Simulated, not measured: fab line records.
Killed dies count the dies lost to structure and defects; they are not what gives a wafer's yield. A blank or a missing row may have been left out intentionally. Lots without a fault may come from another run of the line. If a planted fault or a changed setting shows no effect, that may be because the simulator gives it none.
Comparing a struck lot with a sound one || flow n5 finfet || 28 out of 1938 route steps
Sound: wafers L406.3, L406.5, L406.6. Struck: wafers L412.2, L412.4, L412.5. The cause comes at the end.
Per side, at each step with rows, come the tool, then ch with its chambers, and then its first start. Under that, the readings that differ: sound wafers || struck wafers || difference of the means || sigmas: that difference in standard deviations of wafers without a fault.
alike: same words and numbers on both sides, and readings whose means sit less than 2 such deviations apart. not compared: any withheld reading, any reading some wafer has no value for, any bound like >300 that may hide the same value, and any number with overlapping values for which the record gives no deviation.
A row with sigmas, a row that says differs or no value, or rows on one side alone: a step with any of these is where the two part. Numbers that don't overlap but have no deviation are shown without sigmas and don't part them. A reading missing from all wafers of one side parts the sides only when that side holds two or more wafers.

first, 10 steps without rows for these wafers: N5_FIN_SAQP_PRECLEAN_00 (cleans in SC1, time 60 s); N5_FIN_SAQP_PRECLEAN_44 (cleans in SC2, time 45 s); N5_FIN_SAQP_SRD_01 (time 30 s); N5_FIN_SAQP_ALD_61 (deposits SiO2, target thk 4 nm, pulse time 1 s, purge time 2 s); N5_FIN_SAQP_DENSIFY_62 (time 60 s); N5_FIN_SAQP_HM_DEP_03 (deposits SiNx from SiH4/NH3/N2, target thk 38 nm, time 33.6 s); N5_FIN_SAQP_PECVD_47 (deposits a-Si from SiH4/He, target thk 45 nm, time 36.3 s); N5_FIN_SAQP_PECVD_48 (deposits SiNx from SiH4/NH3/N2, target thk 25 nm, time 22.1 s); N5_FIN_SAQP_PECVD_06 (deposits a-Si from SiH4/He, target thk 60 nm, time 48.1 s); N5_FIN_SAQP_HM_DEP_72 (deposits SiO2 from SiH4/N2O, target thk 12 nm, time 7.2 s).
N5_FIN_SAQP_COAT_49: time 60 s, resist thk 100 nm.
  sound on litho track-01 ch 0, day 4 04:30; struck on litho track-01 ch 0, day 5 16:05
{"reading": "spin speed rpm (rpm)", "sound": "1500.4 1499.4 1500.0", "struck": "1647.8 1648.9 1647.4", "difference": "+148.1", "sigmas": "+99 or more"}
{"reading": "model.SOC_of_FIN_SAQP_COAT_49.thk nm (nm)", "sound": "100.8 100.4 100.3", "struck": "95.87 95.78 95.96", "difference": -4.63, "sigmas": ""}
then, 9 steps without rows for these wafers: N5_FIN_SAQP_COAT_50 (time 60 s, resist thk 35 nm); N5_FIN_SAQP_COAT_10 (resist thk 90 nm); N5_FIN_SAQP_EBR_12; N5_FIN_SAQP_SOFTBAKE_11 (time 60 s); N5_FIN_SAQP_EXPOSE_13 (exposes mask FIN CORE, target cd 35.6 nm); N5_FIN_SAQP_PEB_14 (peb time 60 s); N5_FIN_SAQP_DEVELOP_15 (develop time 30 s); N5_FIN_SAQP_DESCUM_21 (chemistry O2, time 7.9 s); N5_FIN_SAQP_ETCH_51 (etches SiARC in CF4, target depth 45.5 nm, time 75.8 s).
N5_FIN_SAQP_ETCH_52: etches SOC in N2/H2, target depth 100 nm, overetch 20 nm, time 150 s.
  sound on rie diel-03 ch 0,1, day 4 05:10; struck on rie diel-03 ch 1,2, day 5 16:47
{"reading": "model.etch.depth nm (nm)", "sound": "100.8 100.4 100.3", "struck": "95.87 95.78 95.96", "difference": -4.63, "sigmas": ""}
  alike: drypump motor current A, h2 flow sccm, oes product au, rf vpp V, showerhead plenum p Torr, temp c, throttle valve pct
  not compared: rf hours counter h
then, 3 steps without rows for these wafers: N5_FIN_SAQP_STRIP_53 (strips in N2/H2); N5_FIN_SAQP_HM_OPEN_73 (chemistry CHF3/O2, target SiO2, stops on a-Si, target depth 12 nm, time 16.8 s); N5_FIN_SAQP_STRIP_74 (strips in CHF3/O2).
N5_FIN_SAQP_MANDREL_ETCH_22: etches a-Si in HBr/Cl2, stops on SiNx, target depth 60 nm, bt time 10 s, time 30 s.
  sound on rie si-05 ch 0,3, day 4 05:22; struck on rie si-05 ch 0,2, day 5 16:58
{"reading": "model.SOC_of_FIN_SAQP_COAT_49.thk nm (nm)", "sound": "76.02 75.71 76.33", "struck": "71.82 71.67 71.93", "difference": -4.21, "sigmas": ""}
  alike: drypump motor current A, oes product au, throttle valve pct
  not compared: rf hours counter h
then, 1 step without rows for these wafers: N5_FIN_SAQP_STRIP_55 (strips in N2/H2).
-- a jump in the record: the struck wafers' starts before and after are 7 days apart (it breaks off in module FIN_SAQP and resumes in module BEOL_M4, where the first step shown is number 1111 of the route) --
N5_BEOL_M4_RC_MEAS_101:
  sound on prober-01 ch 0, day 11 04:27; struck on prober-02 ch 0, day 12 18:54
  alike: DIBL_N, DIBL_P, IOFF_N, IOFF_P, ION_N, ION_P, SS_N, SS_P, VT_N, VT_P
-- record jumps: 4 days separate the struck wafers' starts on either side; left off in module BEOL_M4, taken up again in module PASSIVATION, whose first shown step is the route's number 1936 --
N5_PASSIVATION_PROBE_49:
  sound on prober-02 at day 15 12:53; struck on prober-02 at day 17 01:11
  alike: defect limited yield, killed_at_M0_to_M3, killed_at_M4_up, killed at contacts, killed at front end, killed at other, killed dies, killed on rim, killed open, killed short, sort_bin_5_function, sort_bin_6_memory, sort_bin_8_speed, sort n pass, sort yield pct

## WHERE THEY PART
At N5_FIN_SAQP_COAT_49 and nowhere else, as far as this record goes. Later steps at which nothing parts them and some readings are alike: N5_FIN_SAQP_ETCH_52, N5_FIN_SAQP_MANDREL_ETCH_22, N5_BEOL_M4_RC_MEAS_101, N5_PASSIVATION_PROBE_49.

WHY: whatever the simulator had introduced
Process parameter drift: litho track-01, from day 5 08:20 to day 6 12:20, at N5_FIN_SAQP_COAT_49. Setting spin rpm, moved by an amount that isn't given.
